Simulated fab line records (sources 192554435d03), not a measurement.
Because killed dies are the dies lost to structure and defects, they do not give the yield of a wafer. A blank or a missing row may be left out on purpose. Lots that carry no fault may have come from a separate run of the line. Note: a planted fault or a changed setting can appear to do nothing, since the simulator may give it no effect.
fab line records + flow n5-finfet
[record]
- lots = 5
- wafers = 12
- last-day = 17
route steps=1938 shown BEOL_M14@1753 BEOL_M15@1773 PASSIVATION@1936
lots with no fault: from the same line, run without faults
start-h: hours from the record's opening day to when the first of the lot's shown wafers began + wait-h: hours since the lot's step before + " repeats the value in the row above + L1.1+2: several wafers, shown together as one row + - no value, or no start given + * or withheld: withheld + < > ~ a bound
route shown NAME@n: a module of which the file shows steps, and the number in the route of the first + usual: average and standard deviation across the fault-free wafers + same: alike in all rows + chamber/n: place in a boat + sites: readings site by site + _std_site: their standard deviation + _edge_site: mean of outer sites minus mean of inner sites + radius-mm: how far each site lies from the wafer's centre + mask NAME#n: copy n + behind: the most recent tool/chamber to have shaped the wafer + hold: cause of the lot's hold/its duration in hours/its outcome + device: transistor that didn't switch, given as n, p or np + end of line: the route-end tests of the same wafers + for a step that has no rows: nothing shown but its recipe + killed: not the wafer's yield, but the dies lost to structure and defects at the first sort + map: per-die view of a wafer (x killed, . not killed, _ where there is no die)
set.NAME: setting as actually run; set.NAME@STEP: the setting as run at that earlier step + model.NAME: the simulator's own value behind a step, which no gauge read
lots at some steps of the route; a table a step, a row a wafer
services: a tool's chamber out of use, with start hour (start-h, from the record's first day; less than 0 if before it), hours out, and reason
[[steps]]
[step N5_BEOL_M14_TRENCH_ETCH_34]
[recipe]
- chemistry = C4F8/O2/Ar
- target = SiO2
- target-depth-a = 5566.5
- mask-material = SOC
- he-inner-torr = 15
- he-outer-torr = 30
- time-s = 126.9
- ion-energy-ev = 800
- pressure-mtorr = 20
- source-w = 1905
- bias-w = 2040
- Ar_flow_sccm = 400
- C4F8_flow_sccm = 16
- O2_flow_sccm = 12
[step N5_BEOL_M14_STRIP_70]
[recipe]
- chemistry = C4F8/O2/Ar
- resist = SiARC
- rf-frequency-hz = 6e+07
[step N5_BEOL_M14_STRIP_37]
[recipe]
- chemistry = O2
- power-w = 600
- temp-c = 60
- pressure-mtorr = 30
- rf-frequency-hz = 6e+07
- bias-power-w = 0
- overash-fraction = 0.3
- o2-flow-sccm = 225
[step N5_BEOL_M14_ETCH_38]
[recipe]
- chemistry = CF4/N2
- target = SiCN
- target-depth-a = 1065
- taper-deg = 2
- time-s = 120.6
- ion-energy-ev = 150
- mask-material = SiO2
- pressure-mtorr = 40
- source-w = 430
- bias-w = 70
- Ar_flow_sccm = 100
- cf4-flow-sccm = 60
- n2-flow-sccm = 60
[step N5_BEOL_M14_PRECLEAN_39]
[recipe]
- chemistry = residue-remover
- time-s = 60
- temp-c = 40
[step N5_BEOL_M14_SRD_40]
[recipe]
- time-s = 30
- temp-c = 23
- rinse-liquid = diw
- dry = n2-spin
- spin-rpm = 1500
- dry-time-s = 30
[step N5_BEOL_M14_DEGAS_41]
[recipe]
- ambient = vacuum
- temp-c = 300
- time-s = 60
[step N5_BEOL_M14_PRE_CLEAN_42]
[recipe]
- gas = H2/He
- time-s = 30
- temp-c = 300
[step N5_BEOL_M14_SPUTTER_43]
[recipe]
- material = TaN
- target-thk-a = 150
- temp-c = 50
- bias-v = 168.6
- power-w = 15000
- chamber-pressure-pa = 0.12
- time-s = 24.19
[step N5_BEOL_M14_SPUTTER_44]
[recipe]
- material = Ta
- target-thk-a = 150
- temp-c = 50
- bias-v = 80
- power-w = 15000
- chamber-pressure-pa = 0.07
- time-s = 24.19
[step N5_BEOL_M14_SPUTTER_45]
[recipe]
- material = Cu
- target-thk-a = 1000
- temp-c = -20
- bias-v = 60
- power-w = 26000
- chamber-pressure-pa = 0.13
- time-s = 16.67
[step N5_BEOL_M14_ECD_47]
[recipe]
- material = Cu
- target-thk-a = 12480
| lot.wafer | tool      | chamber | start-h | wait-h | model.Cu_of_BEOL_M14_ECD_47.thk-nm |
|-----------|-----------|---------|---------|--------|------------------------------------|
| L415.1    | ecd-cu-01 | 0       | 287.85  | 0.1    | 447.2                              |
| L415.2    | "         | 1       | "       | "      | 1242                               |
| L418.5    | ecd-cu-01 | 1       | 298.51  | 0.1    | 454.6                              |
| L418.6    | "         | 0       | "       | "      | 1255                               |
| L416.1    | ecd-cu-01 | 1       | 298.72  | 0.1    | 446.6                              |
| L416.5    | "         | 0       | "       | "      | 433.4                              |
| L426.1    | ecd-cu-01 | 0       | 361.18  | 0.1    | 1256                               |
| L426.3    | "         | 0       | "       | "      | 1262                               |
| L426.5    | "         | 1       | "       | "      | 1259                               |
| L431.1    | ecd-cu-01 | 0       | 395.53  | 0.1    | 1258                               |
| L431.3    | "         | 0       | "       | "      | 1248                               |
| L431.5    | "         | 1       | "       | "      | 1268                               |
[step N5_BEOL_M14_ANNEAL_48]
[recipe]
- temp-c = 225
- time-s = 90
- ambient = N2
[step N5_BEOL_M14_CMP_49]
[recipe]
- stop-on = SiO2
- t-overpolish-s = 5.2
- down-force-psi = 2
- platen-rpm = 80
- clearing-platen-down-force-psi = 2
- clearing-platen-rpm = 80
- post-cmp-clean = cu-alkaline
- target-thk-nm = 560
- clearing-platen-pad-velocity-m-s = 1.5917
- pad-velocity-m-s = 1.5917
[usual]
- motor-current-A = 7.8/0.75
- time-to-endpoint-s = 123/3.4
| lot.wafer | tool   | chamber | start-h | wait-h | motor-current-A | time-to-endpoint-s | model.Cu_of_BEOL_M14_ECD_47.thk-nm |
|-----------|--------|---------|---------|--------|-----------------|--------------------|------------------------------------|
| L415.2    | cmp-04 | 2       | 288.33  | 0.2    | 8.4             | 122                | 556.6                              |
| L415.1    | "      | 0       | "       | "      | 9.4             | 46                 | 447.2                              |
| L418.6    | cmp-04 | 1       | 299.24  | 0.2    | 8.3             | 123                | 558.4                              |
| L418.5    | "      | 2       | "       | "      | 8.2             | 43                 | 454.6                              |
| L416.1    | cmp-04 | 2       | 299.49  | 0.3    | 8.6             | 48                 | 446.6                              |
| L416.5    | "      | 2       | "       | "      | 8.2             | 44                 | 433.4                              |
| L426.1    | cmp-03 | 3       | 361.72  | 0.3    | 7.1             | 121                | 553                                |
| L426.3    | "      | 0       | "       | "      | 7.6             | 120                | 561.4                              |
| L426.5    | "      | 2       | "       | "      | 6.7             | 114                | 567.2                              |
| L431.1    | cmp-02 | 0       | 396.09  | 0.3    | 7.8             | 126                | 559.4                              |
| L431.3    | "      | 3       | "       | "      | 7.9             | 126                | 560.8                              |
| L431.5    | "      | 1       | "       | "      | 8.3             | 122                | 564.2                              |
[step N5_BEOL_M14_THK_MEAS_50]
[recipe]
- thk-meas-gauge = xrf
- reads = Cu_of_BEOL_M14_ECD_47
[usual]
- M14_THK = 552/8.1
| lot.wafer | tool          | chamber | start-h | wait-h | M14_THK[nm] |
|-----------|---------------|---------|---------|--------|-------------|
| L415.1    | film-metro-01 | -       | 288.63  | -      | 444         |
| L415.2    | "             | -       | "       | "      | 555         |
| L418.5    | film-metro-02 | -       | 299.39  | -      | 454         |
| L418.6    | "             | -       | "       | "      | 561         |
| L416.1    | film-metro-02 | -       | 299.78  | -      | 446         |
| L416.5    | "             | -       | "       | "      | 433         |
| L426.1    | film-metro-02 | -       | 361.97  | -      | 549         |
| L426.3    | "             | -       | "       | "      | 557         |
| L426.5    | "             | -       | "       | "      | 563         |
| L431.1    | film-metro-01 | -       | 396.38  | -      | 555         |
| L431.3    | "             | -       | "       | "      | 552         |
| L431.5    | "             | -       | "       | "      | 560         |
[step N5_BEOL_M14_PRE_CLEAN_52]
[recipe]
- gas = NH3
- time-s = 15
- temp-c = withheld
- rf-power-w = 300
[step N5_BEOL_M14_DEP_53]
[recipe]
- material = SiCN
- target-thk-a = 500
- temp-c = withheld
- precursor = 3MS/NH3
- pressure-torr = 3
- rf-w = 675
- time-s = 17.8
[step N5_BEOL_M14_RS_MEAS_54]
[recipe]
- thk-meas-gauge = four-point-probe
- reads = Cu_of_BEOL_M14_ECD_47+Ta_of_BEOL_M14_SPUTTER_44+TaN_of_BEOL_M14_SPUTTER_43
[usual]
- M14_RS = 0.0332/0.00045
| lot.wafer | tool          | chamber | start-h | wait-h | M14_RS[ohm/sq] |
|-----------|---------------|---------|---------|--------|----------------|
| L415.1    | film-metro-02 | -       | 288.76  | 0.0    | 0.0419         |
| L415.2    | "             | -       | "       | "      | 0.0334         |
| L418.5    | film-metro-01 | -       | 299.55  | 0.0    | 0.0410         |
| L418.6    | "             | -       | "       | "      | 0.0333         |
| L416.1    | film-metro-02 | -       | 299.94  | 0.1    | 0.0419         |
| L416.5    | "             | -       | "       | "      | 0.0433         |
| L426.1    | film-metro-01 | -       | 362.10  | 0.0    | 0.0336         |
| L426.3    | "             | -       | "       | "      | 0.0331         |
| L426.5    | "             | -       | "       | "      | 0.0327         |
| L431.1    | film-metro-02 | -       | 396.54  | 0.1    | 0.0333         |
| L431.3    | "             | -       | "       | "      | 0.0332         |
| L431.5    | "             | -       | "       | "      | 0.0330         |
[step N5_BEOL_M15_ILD_DEP_00]
[recipe]
- material = SiO2
- target-thk-a = 16293
- temp-c = 400
- precursor = TEOS/O2
- pressure-torr = 6.5
- rf-w = 900
- teos-flow-sccm = 161.4
- gas = O2
- flow-sccm = 2650
- time-s = 346.1
[step N5_BEOL_M15_COAT_58]
[recipe]
- resist = BARC
- temp-c = 205
- time-s = 60
- spin-rpm = 1500
- resist-thk-nm = 89
[step N5_BEOL_M15_COAT_04]
[recipe]
- spin-rpm = 1704
- resist-thk-nm = 800
[step N5_BEOL_M15_EBR_06]
[recipe]
- solvent = PGMEA
- ebr-width-mm = 1.5
[step N5_BEOL_M15_SOFTBAKE_05]
[recipe]
- temp-c = 130
- time-s = 60
[step N5_BEOL_M15_EXPOSE_07]
[recipe]
- mask-id = V14
- na = 0.8
- source-shape = annular
- sigma-inner = 0.5
- sigma-outer = 0.8
- polarization = unpolarized
- attpsm-phase-deg = 180
- dose-mj = 41.25
[step N5_BEOL_M15_PEB_08]
[recipe]
- peb-temp-c = 130
- peb-time-s = 90
[step N5_BEOL_M15_DEVELOP_09]
[recipe]
- develop-time-s = 45
- rinse-liquid = diw
- dry = air-spin
- dev-temp-c = 21
[step N5_BEOL_M15_HARDBAKE_14]
[recipe]
- temp-c = 130
- time-s = 120
[step N5_BEOL_M15_DESCUM_15]
[recipe]
- chemistry = O2
- time-s = 7.9
- source-power-w = 50
- bias-power-w = 20
- pressure-mtorr = 20
- rf-frequency-hz = 2.712e+07
- temp-c = 40
- o2-flow-sccm = 225
[step N5_BEOL_M15_ETCH_59]
[recipe]
- chemistry = N2/H2
- target = BARC
- target-depth-a = 890
- overetch-a = 267
- time-s = 67.9
- ion-energy-ev = 200
- pressure-mtorr = 30
- source-w = 840
- bias-w = 150
- n2-flow-sccm = 200
- h2-flow-sccm = 200
[step N5_BEOL_M15_VIA_ETCH_16]
[recipe]
- chemistry = C4F8/O2/Ar
- target = SiO2
- he-inner-torr = 15
- he-outer-torr = 30
- target-depth-a = 17922
- time-s = withheld
- ion-energy-ev = 800
- pressure-mtorr = 20
- source-w = 1905
- bias-w = 2040
- Ar_flow_sccm = 400
- C4F8_flow_sccm = 16
- O2_flow_sccm = 12
- ends = cleared
[step N5_BEOL_M15_STRIP_63]
[recipe]
- chemistry = O2
- power-w = 600
- temp-c = 60
- pressure-mtorr = 30
- rf-frequency-hz = 6e+07
- bias-power-w = 0
- overash-fraction = 0.3
- o2-flow-sccm = 225
[step N5_BEOL_M15_STRIP_64]
[recipe]
- chemistry = O2
- power-w = 600
- temp-c = 60
- pressure-mtorr = 30
- rf-frequency-hz = 6e+07
- bias-power-w = 0
- overash-fraction = 0.3
- o2-flow-sccm = 225
[step N5_BEOL_M15_STRIP_65]
[recipe]
- chemistry = post-etch-residue-remover
- time-s = 60
- temp-c = 25
- remover-ph = withheld
- remover-water-wt-pct = withheld
- remover-fluoride-wt-pct = withheld
[step N5_BEOL_M15_SRD_66]
[recipe]
- time-s = 30
- temp-c = 23
- rinse-liquid = diw
- dry = n2-spin
- spin-rpm = 1500
- dry-time-s = 30
[step N5_BEOL_M15_COAT_56]
[recipe]
- resist = SOC
- temp-c = 250
- time-s = 60
- spin-rpm = 1500
- resist-thk-nm = 550
[step N5_BEOL_M15_RC_MEAS_101]
[usual]
- COMB_M10 = 1.44e-11/2.9e-12
- COMB_M11 = 1.4e-11/3.2e-12
- COMB_M12 = 6.1e-12/1.3e-12
- COMB_M13 = 4.4e-12/8.4e-13
- COMB_M15 = 2.2e-12/5.4e-13
- COMB_M5 = 3.6e-11/6.7e-12
- COMB_M6 = 2.5e-11/5.7e-12
- COMB_M7 = 2.6e-11/4.8e-12
- COMB_M8 = 2.4e-11/4.6e-12
- COMB_M9 = 1.4e-11/3.1e-12
- SERP_M10 = 3.07/0.072
- SERP_M11 = 3.11/0.069
- SERP_M12 = 0.641/0.013
- SERP_M13 = 0.311/0.0055
- SERP_M14 = 0.162/0.0031
- SERP_M14_max_site = 0.163/0.0031
- SERP_M5 = 39.3/1.4
- SERP_M6 = 13.7/0.4
- SERP_M7 = 14.0/0.44
- SERP_M8 = 13.9/0.45
- SERP_M8_max_site = 14.5/0.52
- SERP_M9 = 3.09/0.064
| lot.wafer | tool      | chamber | start-h | wait-h | COMB_M10[S/m] | COMB_M11[S/m] | COMB_M12[S/m] | COMB_M13[S/m] | COMB_M15[S/m] | COMB_M5[S/m] | COMB_M6[S/m] | COMB_M7[S/m] | COMB_M8[S/m] | COMB_M9[S/m] | SERP_M10[ohm/um] | SERP_M11[ohm/um] | SERP_M12[ohm/um] | SERP_M13[ohm/um] | SERP_M14[ohm/um] | SERP_M14_max_site[ohm/um] | SERP_M5[ohm/um] | SERP_M6[ohm/um] | SERP_M7[ohm/um] | SERP_M8[ohm/um] | SERP_M8_max_site[ohm/um] | SERP_M9[ohm/um] |
|-----------|-----------|---------|---------|--------|---------------|---------------|---------------|---------------|---------------|--------------|--------------|--------------|--------------|--------------|------------------|------------------|------------------|------------------|------------------|---------------------------|-----------------|-----------------|-----------------|-----------------|--------------------------|-----------------|
| L415.1    | prober-01 | 0       | 294.75  | 0.0    | 2.01e-11      | 1.5e-11       | 3.4e-12       | 4.1e-12       | 2.4e-12       | 3.8e-11      | 2.5e-11      | 2.1e-11      | 2.3e-11      | 8e-12        | 3.24             | 3.16             | 0.636            | 0.305            | 0.204            | 0.207                     | 38.8            | 13.8            | 14.1            | 13.8            | 14.4                     | 3.18            |
| L415.2    | "         | 0       | "       | "      | 1.69e-11      | 1e-11         | 4.1e-12       | 4.4e-12       | 2.8e-12       | 4.4e-11      | 2.5e-11      | 1.8e-11      | 3.1e-11      | 1.2e-11      | 3.06             | 3.11             | 0.623            | 0.321            | 0.164            | 0.166                     | 40.8            | 13.9            | 14.6            | 13.5            | 13.9                     | 3.08            |
| L418.5    | prober-01 | 0       | 307.06  | 0.6    | 1.01e-11      | 1.2e-11       | 4.2e-12       | 4.6e-12       | 1.5e-12       | 3.3e-11      | 2.4e-11      | 2.4e-11      | 2.2e-11      | 1.3e-11      | 3.01             | 3.23             | 0.641            | 0.318            | 0.201            | 0.203                     | 39.0            | 13.3            | 14.5            | 13.8            | 14.2                     | 3.02            |
| L418.6    | "         | 0       | "       | "      | 7.2e-12       | 1.3e-11       | 4.1e-12       | 4.5e-12       | 3.2e-12       | 4e-11        | 2.3e-11      | 2.1e-11      | 1.9e-11      | 1.6e-11      | 3.00             | 3.06             | 0.631            | 0.317            | 0.161            | 0.163                     | 39.1            | 13.6            | 13.5            | 13.4            | 13.8                     | 3.13            |
| L416.1    | prober-01 | 0       | 307.98  | 0.0    | 1.31e-11      | 1.4e-11       | 5e-12         | 4.2e-12       | 1.1e-12       | 3.5e-11      | 2.2e-11      | 2.8e-11      | 2.4e-11      | 1.7e-11      | 3.19             | 3.09             | 0.660            | 0.307            | 0.204            | 0.206                     | 40.8            | 14.0            | 14.2            | 13.5            | 14.0                     | 3.17            |
| L416.5    | "         | 0       | "       | "      | 1.79e-11      | 1.5e-11       | 7.4e-12       | 4.6e-12       | 1.1e-12       | 3.8e-11      | 3.4e-11      | 2.7e-11      | 1.9e-11      | 1.1e-11      | 3.00             | 3.09             | 0.646            | 0.308            | 0.212            | 0.214                     | 40.0            | 14.1            | 14.5            | 13.6            | 14.6                     | 3.17            |
| L426.1    | prober-02 | 0       | 371.65  | 0.0    | 1.04e-11      | 1.3e-11       | 6.8e-12       | 3.3e-12       | 1.6e-12       | 3.6e-11      | 2.5e-11      | 2.6e-11      | 3.1e-11      | 1.8e-11      | 3.06             | 3.04             | 0.664            | 0.301            | 0.164            | 0.165                     | 40.2            | 13.2            | 13.2            | 13.7            | 14.1                     | 3.13            |
| L426.3    | "         | 0       | "       | "      | 1.22e-11      | 1.2e-11       | 8.4e-12       | 2.5e-12       | 1.7e-12       | 3.5e-11      | 3.1e-11      | 2.8e-11      | 2.3e-11      | 1.3e-11      | 3.11             | 3.11             | 0.659            | 0.305            | 0.162            | 0.164                     | 41.5            | 14.5            | 13.7            | 13.8            | 14.7                     | 3.15            |
| L426.5    | "         | 0       | "       | "      | 8.2e-12       | 1.3e-11       | 4.1e-12       | 4.9e-12       | 2.5e-12       | 3.3e-11      | 1.8e-11      | 2.5e-11      | 1.8e-11      | 2.1e-11      | 3.08             | 3.08             | 0.647            | 0.301            | 0.159            | 0.162                     | 40.3            | 13.8            | 14.3            | 13.7            | 14.1                     | 3.08            |
| L431.1    | prober-01 | 0       | 405.11  | 0.0    | 1.23e-11      | 1.2e-11       | 4.8e-12       | 3.9e-12       | 2.4e-12       | 2.7e-11      | 2.8e-11      | 2.9e-11      | 2.2e-11      | 1.4e-11      | 3.08             | 3.19             | 0.647            | 0.311            | 0.161            | 0.162                     | 39.5            | 13.4            | 13.8            | 13.7            | 14.0                     | 2.96            |
| L431.3    | "         | 0       | "       | "      | 1.16e-11      | 1.3e-11       | 5.5e-12       | 5.3e-12       | 1.8e-12       | 3.9e-11      | 2.6e-11      | 2.1e-11      | 2.3e-11      | 9e-12        | 3.06             | 3.08             | 0.657            | 0.314            | 0.162            | 0.164                     | 40.0            | 14.2            | 14.0            | 13.8            | 14.0                     | 3.05            |
| L431.5    | "         | 0       | "       | "      | 1.53e-11      | 1.6e-11       | 5.6e-12       | 5.2e-12       | 1.4e-12       | 2.7e-11      | 3.3e-11      | 2.7e-11      | 2.7e-11      | 1.5e-11      | 3.04             | 3.00             | 0.640            | 0.301            | 0.161            | 0.163                     | 40.0            | 13.6            | 13.5            | 14.7            | 14.9                     | 3.18            |
// sites SERP_M14 radius-mm=0,75,75,75,75,140,140,140,140
L415.1 0.205 0.206 0.207 0.207 0.203 0.201 0.204 0.204 0.204
L418.5 0.201 0.199 0.201 0.202 0.200 0.202 0.201 0.203 0.202
L416.1 0.204 0.204 0.206 0.206 0.205 0.202 0.204 0.204 0.202
L426.1 0.163 0.163 0.163 0.164 0.164 0.165 0.163 0.164 0.164
L431.1 0.161 0.160 0.161 0.160 0.160 0.161 0.162 0.162 0.162
[step N5_PASSIVATION_PROBE_49]
[usual]
- defect-limited-yield = 91.6/1.4
- killed_at_M0_to_M3 = 35/10
- killed_at_M4_up = 13/5.3
- killed-at-contacts = 12/5.9
- killed-at-front-end = 36/9.9
- killed-at-other = 3.2/3
- killed-dies = 99/16
- killed-open = 66/12
- killed-short = 32/7.7
- sort_bin_5_function = 4.9/0.91
- sort_bin_6_memory = 3.2/0.65
- sort-n-pass = 1081/16
- sort-yield-pct = 91.6/1.4
[same]
- gross-dies = 1180
- killed-at-back-side = 0
- sort_bin_4_leakage[%] = 0
- sort_bin_8_speed[%] = 0
| lot.wafer | tool      | chamber | start-h | wait-h | defect-limited-yield[%] | killed_at_M0_to_M3 | killed_at_M4_up | killed-at-contacts | killed-at-front-end | killed-at-other | killed-dies | killed-open | killed-short | sort_bin_5_function[%] | sort_bin_6_memory[%] | sort-n-pass | sort-yield-pct[%] |
|-----------|-----------|---------|---------|--------|-------------------------|--------------------|-----------------|--------------------|---------------------|-----------------|-------------|-------------|--------------|------------------------|----------------------|-------------|-------------------|
| L415.1    | prober-01 | -       | 311.03  | 0.0    | 90.8                    | 42                 | 13              | 9                  | 41                  | 3               | 108         | 74          | 33           | 5.4                    | 3.3                  | 1072        | 90.8              |
| L415.2    | prober-01 | -       | 311.08  | 0.1    | 90.3                    | 42                 | 18              | 16                 | 34                  | 5               | 115         | 76          | 37           | 6.4                    | 3.1                  | 1065        | 90.3              |
| L418.5    | prober-02 | -       | 321.95  | 0.2    | 92.4                    | 26                 | 11              | 10                 | 43                  | 0               | 90          | 69          | 19           | 4.6                    | 2.8                  | 1090        | 92.4              |
| L418.6    | prober-02 | -       | 322.00  | 0.3    | 90.9                    | 39                 | 5               | 16                 | 46                  | 1               | 107         | 60          | 42           | 5.3                    | 3.2                  | 1073        | 90.9              |
| L416.1    | prober-01 | -       | 323.72  | 0.0    | 90.9                    | 40                 | 17              | 12                 | 27                  | 11              | 107         | 70          | 35           | 5.5                    | 3.3                  | 1073        | 90.9              |
| L416.5    | prober-01 | -       | 323.92  | 0.2    | 90.0                    | 37                 | 17              | 12                 | 47                  | 5               | 118         | 74          | 44           | 5.2                    | 4.7                  | 1062        | 90.0              |
| L426.1    | prober-02 | -       | 389.25  | 0.0    | 93.6                    | 19                 | 11              | 20                 | 26                  | 0               | 76          | 48          | 28           | 4.5                    | 1.6                  | 1104        | 93.6              |
| L426.3    | prober-02 | -       | 389.35  | 0.1    | 93.3                    | 17                 | 11              | 7                  | 43                  | 1               | 79          | 53          | 19           | 3.7                    | 2.5                  | 1101        | 93.3              |
| L426.5    | prober-02 | -       | 389.45  | 0.2    | 91.5                    | 25                 | 13              | 15                 | 44                  | 3               | 100         | 67          | 29           | 4.3                    | 3.6                  | 1080        | 91.5              |
// killed by level:class
L415.1 BEOL_M2:geometric-particle:open=17 FIN_SAQP:geometric-particle:short=12 BEOL_M4:geometric-particle:open=10 FIN_SAQP:geometric-particle:open=8 MOL_CONTACT_COAG:geometric-particle:open=8 STI_FIN_REVEAL:geometric-particle:open=5 BEOL_M0_SAQP:geometric-particle:open=5 BEOL_M0_SAQP:geometric-particle:short=5
L415.2 MOL_CONTACT_COAG:geometric-particle:open=12 BEOL_M0_SAQP:geometric-particle:open=11 STI_FIN_REVEAL:geometric-particle:open=10 BEOL_M0_SAQP:geometric-particle:short=9 BEOL_M3:geometric-particle:open=8 BEOL_M4:geometric-particle:open=7 BEOL_M2:geometric-particle:open=6 BEOL_M4:geometric-particle:short=5
L418.5 BEOL_M2:geometric-particle:open=14 FIN_SAQP:geometric-particle:open=11 MOL_CONTACT_COAG:geometric-particle:open=10 FIN_SAQP:geometric-particle:short=9 BEOL_M3:geometric-particle:open=6 STI_FIN_REVEAL:geometric-particle:open=5 DUMMY_GATE:geometric-particle:open=3 BEOL_M1:geometric-particle:open=3
L418.6 MOL_CONTACT_COAG:geometric-particle:open=13 FIN_SAQP:geometric-particle:short=11 BEOL_M2:geometric-particle:open=9 BEOL_M0_SAQP:geometric-particle:short=7 STI_FIN_REVEAL:geometric-particle:open=6 FIN_SAQP:geometric-particle:open=5 BEOL_M1:geometric-particle:short=5 GATE_CUT:geometric-particle:open=4
L416.1 BEOL_M1:geometric-particle:open=11 BEOL_M3:geometric-particle:open=11 MOL_CONTACT_COAG:geometric-particle:open=10 FIN_SAQP:geometric-particle:open=9 FIN_SAQP:geometric-particle:short=5 BEOL_M0_SAQP:geometric-particle:open=5 BEOL_M1:geometric-particle:short=5 BEOL_M4:geometric-particle:open=5
L416.5 FIN_SAQP:geometric-particle:open=15 BEOL_M3:geometric-particle:open=12 FIN_SAQP:geometric-particle:short=11 MOL_CONTACT_COAG:geometric-particle:open=10 BEOL_M0_SAQP:geometric-particle:short=7 BEOL_M0_SAQP:geometric-particle:open=7 BEOL_M4:geometric-particle:open=7 BEOL_M1:geometric-particle:open=4
L426.1 MOL_CONTACT_COAG:geometric-particle:open=16 FIN_SAQP:geometric-particle:short=4 FIN_SAQP:geometric-particle:open=4 DUMMY_GATE:geometric-particle:open=4 GATE_CUT:geometric-particle:short=4 MOL_CONTACT_COAG:geometric-particle:short=4 BEOL_M1:geometric-particle:open=4 BEOL_M0_SAQP:geometric-particle:short=4
L426.3 STI_FIN_REVEAL:geometric-particle:open=11 BEOL_M4:geometric-particle:open=7 MOL_CONTACT_COAG:geometric-particle:open=6 FIN_SAQP:geometric-particle:short=5 BEOL_M0_SAQP:geometric-particle:open=5 HKMG_FIN:area-etch=5 DUMMY_GATE:geometric-particle:open=4 GATE_CUT:geometric-particle:open=4
L426.5 MOL_CONTACT_COAG:geometric-particle:open=13 FIN_SAQP:geometric-particle:short=11 STI_FIN_REVEAL:geometric-particle:open=11 BEOL_M0_SAQP:geometric-particle:open=6 BEOL_M2:geometric-particle:open=6 FIN_SAQP:geometric-particle:open=5 DUMMY_GATE:geometric-particle:open=4 BEOL_M3:geometric-particle:open=4
[[services]]
| tool   | chamber | start-h | hours | kind                           |
|--------|---------|---------|-------|--------------------------------|
| cmp-03 | -       | 283.29  | 4.0   | pm                             |
| cmp-03 | -       | 287.29  | -     | consumable-replace:conditioner |
| cmp-03 | -       | 287.29  | -     | consumable-replace:pad         |
| cmp-03 | -       | 299.85  | 1.4   | repair                         |
| cmp-02 | -       | 303.47  | 4.0   | pm                             |
| cmp-02 | -       | 307.47  | -     | consumable-replace:conditioner |
| cmp-02 | -       | 307.47  | -     | consumable-replace:pad         |
| cmp-02 | -       | 328.50  | 4.6   | pm                             |
| cmp-02 | -       | 336.45  | 5.1   | repair                         |
| cmp-03 | -       | 351.33  | 0.3   | repair                         |
| cmp-04 | -       | 361.14  | 4.0   | pm                             |
| cmp-02 | -       | 374.83  | 0.5   | repair                         |
| cmp-02 | -       | 376.72  | 0.4   | repair                         |
| cmp-04 | -       | 392.36  | 4.1   | repair                         |
[[key]]
[first-sign]
- step = N5_BEOL_M14_CMP_49
- reading = time-to-endpoint-s
- direction = down
- sigmas = 23
- usual = *
- struck = *
[effect]
- step = N5_BEOL_M14_THK_MEAS_50
- reading = M14_THK
- direction = down
- sigmas = 13
- usual = 552
- struck = 444
[effect]
- step = N5_BEOL_M14_RS_MEAS_54
- reading = M14_RS
- direction = up
- sigmas = 19
- usual = 0.0332
- struck = 0.0420
[effect]
- step = N5_BEOL_M15_RC_MEAS_101
- reading = SERP_M14
- direction = up
- sigmas = 14
- usual = 0.162
- struck = 0.205
[model-effect]
- step = N5_BEOL_M14_ECD_47
- value = Cu_of_BEOL_M14_ECD_47.thk-nm
- without = 1258
- struck = 445.5
[model-effect]
- step = N5_BEOL_M14_CMP_49
- value = Cu_of_BEOL_M14_ECD_47.thk-nm
- without = 555.4
- struck = 445.5
met-at N5_BEOL_M14_ECD_47
struck-wafers L415.1,L416.1,L416.5,L418.5
[fault]
- kind = process-parameter-drift
- tool = ecd-cu-01
- chamber = -
- onset-h = 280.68
- steps = N5_BEOL_M14_ECD_47
- channel = target-thk-a
- offset = *
- shape = step
- end-h = 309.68
- scope = struck-wafers-only
- acts-in = *
- stated = *
